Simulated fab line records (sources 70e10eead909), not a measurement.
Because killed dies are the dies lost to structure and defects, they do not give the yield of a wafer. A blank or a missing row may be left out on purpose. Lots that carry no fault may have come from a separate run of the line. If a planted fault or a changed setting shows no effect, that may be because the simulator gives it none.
Which tool was responsible? || flow nand-harc || at 1 step of a route of 1159, 12 lots with 36 wafers sampled

## WHAT EACH GAUGE READ, for each wafer
NHARC_A_ZERO_WELL_CD_MEAS_10: the cd target is 2000 nm.
{"lot": "L075", "measured": "day 7 06:42", "on": "cd-sem-01", "cd-nm (nm)": "2002.5 2000.3 2001.6"}
{"lot": "L077", "measured": "day 7 08:08", "on": "cd-sem-01", "cd-nm (nm)": "1999.4 2003.7 2001.1"}
{"lot": "L078", "measured": "day 7 19:43", "on": "cd-sem-02", "cd-nm (nm)": "2002.1 2000.4 2004.0"}
{"lot": "L081", "measured": "day 8 11:43", "on": "cd-sem-02", "cd-nm (nm)": "2002.8 2005.0 2002.7"}
{"lot": "L083", "measured": "day 8 22:30", "on": "cd-sem-03", "cd-nm (nm)": "2004.7 2001.4 2000.7"}
{"lot": "L084", "measured": "day 9 07:55", "on": "cd-sem-03", "cd-nm (nm)": "2001.7 1999.9 2001.9"}
{"lot": "L087", "measured": "day 9 22:25", "on": "cd-sem-03", "cd-nm (nm)": "2001.6 2000.6 2000.6"}
{"lot": "L088", "measured": "day 10 09:41", "on": "cd-sem-02", "cd-nm (nm)": "2002.8 2001.4 2003.5"}
{"lot": "L090", "measured": "day 10 19:20", "on": "cd-sem-02", "cd-nm (nm)": "1999.3 2002.6 1999.5"}
{"lot": "L093", "measured": "day 11 03:46", "on": "cd-sem-03", "cd-nm (nm)": "2002.6 1999.4 2001.3"}
{"lot": "L095", "measured": "day 11 14:00", "on": "cd-sem-02", "cd-nm (nm)": "1999.9 1998.0 1999.7"}
{"lot": "L096", "measured": "day 12 07:26", "on": "cd-sem-01", "cd-nm (nm)": "2003.7 2003.7 1999.7"}

## WHICH TOOL RAN EACH LOT (tool, then ch and the chambers of the sampled wafers, then the start)
Before these readings, the record contains no process step.

## THE ANSWER, worked out from the rows above alone
Rule: the usual values come from the lots themselves. The widest of any qualifying gaps counts: lots, ordered by their means at a reading, are off when they make up no more than a third of the lots, leave a main group of 4 or more, and stand apart from it by 3 or more times the standard deviation of that group's means. The tables above print the reading to a certain number of digits; a main group whose means all agree to those digits is not used. Also off: a lot with no number at a reading for which 4 or more lots have one. Any other lot the step has rows for is counted as sound.
Nothing can be told from this: no lot is off at any reading shown.

## WHAT HAD BEEN PUT IN BY THE SIMULATOR
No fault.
